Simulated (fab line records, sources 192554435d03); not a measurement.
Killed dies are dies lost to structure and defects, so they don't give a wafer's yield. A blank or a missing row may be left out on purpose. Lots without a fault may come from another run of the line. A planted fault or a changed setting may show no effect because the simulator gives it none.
Chamber matching | flow n5_finfet | N5_BEOL_M10_ILD_DEP_00 on pecvd-01: 3 sister chambers
The step deposits SiCOH lowk from DEMS/porogen, target thk 308.51 nm, time 58 s. 3 wafers are shown with their chamber, then 8 later ones without.

WAFERS WITH THEIR CHAMBER
wafer  | chamber | throttle_valve_pct (%)
L082.3 | 0       | 15.0
L086.1 | 1       | 14.1
L090.1 | 2       | 14.1

WAFERS WITHOUT THEIR CHAMBER
wafer  | throttle_valve_pct (%)
L090.2 | 13.9
L090.3 | 14.9
L091.2 | 13.9
L091.4 | 14.1
L091.5 | 14.6
L093.1 | 15.2
L093.3 | 13.8
L093.5 | 14.0

WHICH CHAMBER EACH WENT THROUGH
wafer  | from the rows above          | in truth
L090.2 | can't be placed: 1 or 2      | 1
L090.3 | 0                            | 0
L091.2 | can't be placed: 1 or 2      | 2
L091.4 | can't be placed: 1 or 2      | 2
L091.5 | can't be placed: 0 or 1 or 2 | 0
L093.1 | 0                            | 0
L093.3 | can't be placed: 1 or 2      | 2
L093.5 | can't be placed: 1 or 2      | 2
Placed correctly: 2 of 8. Can't be placed from these rows: 6 (the true chamber is among the candidates in 6). Placed wrongly: 0.
How it was worked out, from the rows above alone: a wafer's distance from a chamber is the root of the sum, over the readings, of the square of ((its reading less the chamber's mean) divided by the reading's scatter). The wafer belongs to the nearest chamber; if the next one is less than 2 further off, it can't be placed. A chamber's mean is the mean of its shown wafers. The scatter: with one shown wafer a chamber, the root of the mean of the squares of how far each hidden wafer lies from its nearest shown one.
